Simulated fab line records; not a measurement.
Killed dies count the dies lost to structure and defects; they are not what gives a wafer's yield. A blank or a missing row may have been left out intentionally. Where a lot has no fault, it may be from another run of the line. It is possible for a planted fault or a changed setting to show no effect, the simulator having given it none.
Chamber matching || flow n5Finfet || rieDiel-03 running N5_BEOL_M9_DESCUM_33: 4 sister chambers
The step chemistry O2, time 7 s. 4 wafers are shown with their chamber, then 8 later ones without.

WAFERS WITH THEIR CHAMBER
{"wafer": "L079.6", "chamber": 2, "showerheadPlenumPTorr (Torr)": 2.08}
{"wafer": "L080.4", "chamber": 0, "showerheadPlenumPTorr (Torr)": 2.01}
{"wafer": "L083.2", "chamber": 3, "showerheadPlenumPTorr (Torr)": 2.13}
{"wafer": "L085.2", "chamber": 1, "showerheadPlenumPTorr (Torr)": 2.17}

WAFERS WITHOUT THEIR CHAMBER
{"wafer": "L085.3", "showerheadPlenumPTorr (Torr)": 2.13}
{"wafer": "L085.4", "showerheadPlenumPTorr (Torr)": 2.00}
{"wafer": "L092.1", "showerheadPlenumPTorr (Torr)": 2.08}
{"wafer": "L092.4", "showerheadPlenumPTorr (Torr)": 2.00}
{"wafer": "L092.6", "showerheadPlenumPTorr (Torr)": 2.13}
{"wafer": "L096.2", "showerheadPlenumPTorr (Torr)": 2.17}
{"wafer": "L096.4", "showerheadPlenumPTorr (Torr)": 2.08}
{"wafer": "L096.5", "showerheadPlenumPTorr (Torr)": 2.00}

CHAMBER TAKEN BY EACH
{"wafer": "L085.3", "from the rows above": 3, "in truth": 3}
{"wafer": "L085.4", "from the rows above": 0, "in truth": 0}
{"wafer": "L092.1", "from the rows above": 2, "in truth": 2}
{"wafer": "L092.4", "from the rows above": 0, "in truth": 0}
{"wafer": "L092.6", "from the rows above": 3, "in truth": 3}
{"wafer": "L096.2", "from the rows above": 1, "in truth": 1}
{"wafer": "L096.4", "from the rows above": 2, "in truth": 2}
{"wafer": "L096.5", "from the rows above": 0, "in truth": 0}
Correct placement for 8 of the 8. Left unplaced by these rows: 0. Placed wrongly: 0.
How it was worked out, from the rows above alone: a wafer's distance from a chamber is the root of the sum, over the readings, of the square of ((its reading less the chamber's mean) divided by the reading's scatter). If the next closest chamber is less than 2 further off than the closest, the wafer can't be placed; otherwise it belongs to the closest. Each chamber's mean is taken over the wafers shown for it. The scatter (one wafer shown for each chamber): square how far every hidden wafer sits from the nearest shown wafer, average those squares and take the square root.
